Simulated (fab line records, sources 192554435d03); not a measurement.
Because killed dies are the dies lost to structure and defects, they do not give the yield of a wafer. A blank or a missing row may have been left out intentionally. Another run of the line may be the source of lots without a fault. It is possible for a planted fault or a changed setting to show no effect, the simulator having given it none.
Which tool was responsible? / flow n5Finfet / 32 wafers from 12 lots sampled at 5 of the route's 1938 steps

== WHAT THE GAUGES READ, wafer by wafer ==
N5_DUMMY_REMOVAL_INSPECT_06: inspects for defects (brightfield).
lot=L996; measured=day 4 04:41; on=defectInspect-01; rawDefectCount=16 8 15
lot=L997; measured=day 4 09:34; on=defectInspect-02; rawDefectCount=6 14 10
lot=L998; measured=day 4 16:01; on=defectInspect-01; rawDefectCount=7 10 19
lot=L999; measured=day 4 22:49; on=defectInspect-02; rawDefectCount=7 6 8
lot=L102; measured=day 5 16:50; on=defectInspect-02; rawDefectCount=25 15 22
lot=L104; measured=day 6 07:31; on=defectInspect-02; rawDefectCount=5 14
lot=L106; measured=day 6 21:14; on=defectInspect-02; rawDefectCount=14 11 10
lot=L108; measured=day 7 07:37; on=defectInspect-02; rawDefectCount=10 14
lot=L110; measured=day 7 16:56; on=defectInspect-01; rawDefectCount=25 7
lot=L113; measured=day 8 11:59; on=defectInspect-01; rawDefectCount=10 6
lot=L116; measured=day 9 04:15; on=defectInspect-02; rawDefectCount=3 15 12
lot=L117; measured=day 9 12:53; on=defectInspect-02; rawDefectCount=15 12 16

N5_HKMG_FIN_CD_MEAS_49 targets a cd of 202 nm.
lot=L996; measured=day 4 05:59; on=cdSem-01; cdNm (nm)=202.3 202.0 203.2
lot=L997; measured=day 4 10:46; on=cdSem-02; cdNm (nm)=202.3 202.8 203.2
lot=L998; measured=day 4 17:45; on=cdSem-01; cdNm (nm)=201.7 201.7 202.0
lot=L999; measured=day 4 23:59; on=cdSem-02; cdNm (nm)=201.1 201.0 200.9
lot=L102; measured=day 5 18:22; on=cdSem-02; cdNm (nm)=202.4 202.9 202.3
lot=L104; measured=day 6 08:53; on=cdSem-03; cdNm (nm)=201.4 201.8
lot=L106; measured=day 6 22:46; on=cdSem-02; cdNm (nm)=201.9 200.1 200.3
lot=L108; measured=day 7 08:56; on=cdSem-01; cdNm (nm)=201.5 202.0
lot=L110; measured=day 7 18:17; on=cdSem-01; cdNm (nm)=202.1 201.6
lot=L113; measured=day 8 13:10; on=cdSem-03; cdNm (nm)=202.6 202.0
lot=L116; measured=day 9 05:26; on=cdSem-03; cdNm (nm)=201.4 201.1 201.2
lot=L117; measured=day 9 14:07; on=cdSem-02; cdNm (nm)=202.2 202.7 201.7

N5_HKMG_FIN_OVL_MEAS_50.
lot=L996; measured=day 4 06:01; on=overlay-02; NDIPOLE_OVL (nm)=1.1 1.5 0.7
lot=L997; measured=day 4 10:47; on=overlay-02; NDIPOLE_OVL (nm)=0.4 0.4 0.3
lot=L998; measured=day 4 17:47; on=overlay-01; NDIPOLE_OVL (nm)=-0.4 -2.0 -1.5
lot=L999; measured=day 5 00:01; on=overlay-01; NDIPOLE_OVL (nm)=-0.4 -0.6 -0.7
lot=L102; measured=day 5 18:23; on=overlay-02; NDIPOLE_OVL (nm)=0.4 0.2 0.7
lot=L104; measured=day 6 08:55; on=overlay-02; NDIPOLE_OVL (nm)=0.8 0.1
lot=L106; measured=day 6 22:48; on=overlay-01; NDIPOLE_OVL (nm)=0.8 1.0 0.8
lot=L108; measured=day 7 08:57; on=overlay-01; NDIPOLE_OVL (nm)=0.1 -1.0
lot=L110; measured=day 7 18:19; on=overlay-01; NDIPOLE_OVL (nm)=0.6 0.8
lot=L113; measured=day 8 13:12; on=overlay-02; NDIPOLE_OVL (nm)=0.6 0.6
lot=L116; measured=day 9 05:28; on=overlay-01; NDIPOLE_OVL (nm)=-1.3 -0.3 -0.8
lot=L117; measured=day 9 14:09; on=overlay-02; NDIPOLE_OVL (nm)=-1.1 -1.0 -0.2

N5_BEOL_M4_RC_MEAS_101.
lot=L996; measured=day 8 07:31; on=prober-01; DIBL_N (mV/V)=35.3 38.5 36.4; DIBL_P (mV/V)=35.4 38.8 37.1; IOFF_N (nA/um)=0.15 0.21 0.16; IOFF_P (nA/um)=0.19 0.24 0.23; ION_N (uA/um)=674 687 674; ION_P (uA/um)=457 461 465; SS_N (mV/dec)=71.6 72.6 71.7; SS_P (mV/dec)=73.0 73.6 73.4; VT_N (mV)=249 245 250; VT_P (mV)=-251 -249 -247
lot=L997; measured=day 8 18:02; on=prober-02; DIBL_N (mV/V)=34.3 35.6 35.1; DIBL_P (mV/V)=33.2 35.8 33.9; IOFF_N (nA/um)=0.11 0.13 0.12; IOFF_P (nA/um)=0.15 0.19 0.16; ION_N (uA/um)=661 663 661; ION_P (uA/um)=454 458 460; SS_N (mV/dec)=71.0 70.2 71.0; SS_P (mV/dec)=72.4 73.4 72.8; VT_N (mV)=254 251 254; VT_P (mV)=-255 -254 -254
lot=L998; measured=day 8 12:54; on=prober-02; DIBL_N (mV/V)=34.4 36.0 36.2; DIBL_P (mV/V)=35.0 36.9 36.9; IOFF_N (nA/um)=0.13 0.16 0.16; IOFF_P (nA/um)=0.17 0.21 0.20; ION_N (uA/um)=658 686 670; ION_P (uA/um)=451 467 457; SS_N (mV/dec)=70.6 71.6 71.4; SS_P (mV/dec)=73.4 73.6 73.9; VT_N (mV)=253 250 250; VT_P (mV)=-252 -251 -253
lot=L999; measured=day 9 09:04; on=prober-02; DIBL_N (mV/V)=36.3 36.1 38.2; DIBL_P (mV/V)=36.9 37.0 39.6; IOFF_N (nA/um)=0.17 0.17 0.23; IOFF_P (nA/um)=0.21 0.21 0.27; ION_N (uA/um)=683 677 687; ION_P (uA/um)=459 457 465; SS_N (mV/dec)=71.6 71.6 72.3; SS_P (mV/dec)=73.3 73.4 74.0; VT_N (mV)=250 249 243; VT_P (mV)=-253 -253 -249
lot=L102; measured=day 9 23:06; on=prober-01; DIBL_N (mV/V)=37.1 35.8 37.0; DIBL_P (mV/V)=35.6 34.7 35.9; IOFF_N (nA/um)=0.18 0.14 0.17; IOFF_P (nA/um)=0.23 0.21 0.24; ION_N (uA/um)=691 671 683; ION_P (uA/um)=465 461 471; SS_N (mV/dec)=72.0 71.1 72.0; SS_P (mV/dec)=73.1 73.3 73.2; VT_N (mV)=247 250 247; VT_P (mV)=-249 -247 -245
lot=L104; measured=day 10 17:59; on=prober-02; DIBL_N (mV/V)=36.4 36.4; DIBL_P (mV/V)=35.5 36.1; IOFF_N (nA/um)=0.14 0.15; IOFF_P (nA/um)=0.18 0.21; ION_N (uA/um)=667 668; ION_P (uA/um)=453 454; SS_N (mV/dec)=70.6 70.6; SS_P (mV/dec)=73.6 73.7; VT_N (mV)=251 251; VT_P (mV)=-253 -251
lot=L106; measured=day 11 06:13; on=prober-01; DIBL_N (mV/V)=34.2 34.6 36.7; DIBL_P (mV/V)=34.8 36.0 36.9; IOFF_N (nA/um)=0.14 0.15 0.18; IOFF_P (nA/um)=0.20 0.21 0.21; ION_N (uA/um)=666 688 687; ION_P (uA/um)=463 478 471; SS_N (mV/dec)=70.9 71.3 71.7; SS_P (mV/dec)=72.3 72.5 73.6; VT_N (mV)=250 248 247; VT_P (mV)=-249 -250 -254
lot=L108; measured=day 11 16:10; on=prober-01; DIBL_N (mV/V)=34.7 35.8; DIBL_P (mV/V)=34.4 36.0; IOFF_N (nA/um)=0.13 0.15; IOFF_P (nA/um)=0.20 0.23; ION_N (uA/um)=676 672; ION_P (uA/um)=463 462; SS_N (mV/dec)=71.5 71.4; SS_P (mV/dec)=73.3 73.7; VT_N (mV)=253 249; VT_P (mV)=-250 -250
lot=L110; measured=day 11 19:40; on=prober-01; DIBL_N (mV/V)=35.4 32.9; DIBL_P (mV/V)=35.8 33.4; IOFF_N (nA/um)=0.15 0.11; IOFF_P (nA/um)=0.21 0.17; ION_N (uA/um)=672 646; ION_P (uA/um)=465 456; SS_N (mV/dec)=71.2 70.6; SS_P (mV/dec)=73.1 72.7; VT_N (mV)=249 253; VT_P (mV)=-250 -252
lot=L113; measured=day 12 17:09; on=prober-01; DIBL_N (mV/V)=37.1 38.9; DIBL_P (mV/V)=36.2 39.9; IOFF_N (nA/um)=0.16 0.20; IOFF_P (nA/um)=0.20 0.25; ION_N (uA/um)=670 676; ION_P (uA/um)=458 463; SS_N (mV/dec)=71.8 72.4; SS_P (mV/dec)=72.8 74.3; VT_N (mV)=249 246; VT_P (mV)=-250 -247
lot=L116; measured=day 13 12:44; on=prober-01; DIBL_N (mV/V)=36.8 38.2 37.3; DIBL_P (mV/V)=35.8 38.7 36.1; IOFF_N (nA/um)=0.18 0.21 0.17; IOFF_P (nA/um)=0.22 0.29 0.23; ION_N (uA/um)=676 685 675; ION_P (uA/um)=465 469 462; SS_N (mV/dec)=71.4 72.2 71.9; SS_P (mV/dec)=73.6 74.5 73.7; VT_N (mV)=247 244 249; VT_P (mV)=-247 -246 -249
lot=L117; measured=day 13 13:10; on=prober-02; DIBL_N (mV/V)=33.8 39.8 37.5; DIBL_P (mV/V)=31.7 39.0 36.7; IOFF_N (nA/um)=0.11 0.26 0.18; IOFF_P (nA/um)=0.18 0.31 0.27; ION_N (uA/um)=650 699 690; ION_P (uA/um)=464 474 471; SS_N (mV/dec)=70.8 71.7 71.7; SS_P (mV/dec)=71.4 73.9 73.3; VT_N (mV)=253 241 244; VT_P (mV)=-249 -241 -244

== EACH LOT AND THE TOOL THAT RAN IT (in order: tool; ch and the chambers of the sampled wafers; start) ==
lot=L996; N5_HKMG_FIN_ALD_79=aldMetal-01 ch 0,1,3, day 4 07:35
lot=L997; N5_HKMG_FIN_ALD_79=aldMetal-04 ch 0,2,3, day 4 12:22
lot=L998; N5_HKMG_FIN_ALD_79=aldMetal-04 ch 0,3, day 4 19:36
lot=L999; N5_HKMG_FIN_ALD_79=aldMetal-03 ch 1,3, day 5 01:26
lot=L102; N5_HKMG_FIN_ALD_79=aldMetal-01 ch 0,2,3, day 5 19:49
lot=L104; N5_HKMG_FIN_ALD_79=aldMetal-01 ch 0,2, day 6 10:20
lot=L106; N5_HKMG_FIN_ALD_79=aldMetal-04 ch 0,1,3, day 7 00:14
lot=L108; N5_HKMG_FIN_ALD_79=aldMetal-04 ch 0,3, day 7 10:33
lot=L110; N5_HKMG_FIN_ALD_79=aldMetal-04 ch 1,2, day 7 19:44
lot=L113; N5_HKMG_FIN_ALD_79=aldMetal-04 ch 2, day 8 15:15
lot=L116; N5_HKMG_FIN_ALD_79=aldMetal-03 ch 0,1,3, day 9 07:17
lot=L117; N5_HKMG_FIN_ALD_79=aldMetal-03 ch 1,3, day 9 15:34
- N5_HKMG_FIN_ALD_79: deposits TiN, target thk 1.5 nm, pulse time 1 s, purge time 3 s.

== AS READ BY THE TOOLS THEMSELVES (means over the sampled wafers that have a number; for cases with no such wafer, the mark the record gives instead) ==
N5_HKMG_FIN_ALD_79.
lot=L996; tool=aldMetal-01; heaterPowerW (W)=916; precursorPulseHeightRel=0.983
lot=L997; tool=aldMetal-04; heaterPowerW (W)=879; precursorPulseHeightRel=1.002
lot=L998; tool=aldMetal-04; heaterPowerW (W)=830; precursorPulseHeightRel=1.003
lot=L999; tool=aldMetal-03; heaterPowerW (W)=954; precursorPulseHeightRel=1.010
lot=L102; tool=aldMetal-01; heaterPowerW (W)=918; precursorPulseHeightRel=1.008
lot=L104; tool=aldMetal-01; heaterPowerW (W)=932; precursorPulseHeightRel=1.007
lot=L106; tool=aldMetal-04; heaterPowerW (W)=929; precursorPulseHeightRel=1.006
lot=L108; tool=aldMetal-04; heaterPowerW (W)=866; precursorPulseHeightRel=0.999
lot=L110; tool=aldMetal-04; heaterPowerW (W)=956; precursorPulseHeightRel=1.020
lot=L113; tool=aldMetal-04; heaterPowerW (W)=882; precursorPulseHeightRel=1.018
lot=L116; tool=aldMetal-03; heaterPowerW (W)=955; precursorPulseHeightRel=1.007
lot=L117; tool=aldMetal-03; heaterPowerW (W)=1003; precursorPulseHeightRel=1.001

== THE ANSWER, worked out from the rows above alone ==
Rule: the usual values come from the lots themselves. The widest of any qualifying gaps counts: lots, ordered by their means at a reading, are off when they make up no more than a third of the lots, leave a main group of 4 or more, and stand apart from it by 3 or more times the standard deviation of that group's means. If all means in a main group match to the digits the tables above print for the reading, that group is not used. A lot without any number at a reading at which 4 lots or more have one is off too. Where the step has rows for the other lots, those lots are counted as sound. Order of review: gauges by route order, followed by the tools' own readings, for which a lot's mean as printed above is used. The first step at which some lot is off is used, and at that step the reading that is off furthest; a lot without a number counts as furthest.
Across all readings shown, no lot is off: no conclusion can be drawn from this.

== WHAT WAS PUT IN BY THE SIMULATOR ==
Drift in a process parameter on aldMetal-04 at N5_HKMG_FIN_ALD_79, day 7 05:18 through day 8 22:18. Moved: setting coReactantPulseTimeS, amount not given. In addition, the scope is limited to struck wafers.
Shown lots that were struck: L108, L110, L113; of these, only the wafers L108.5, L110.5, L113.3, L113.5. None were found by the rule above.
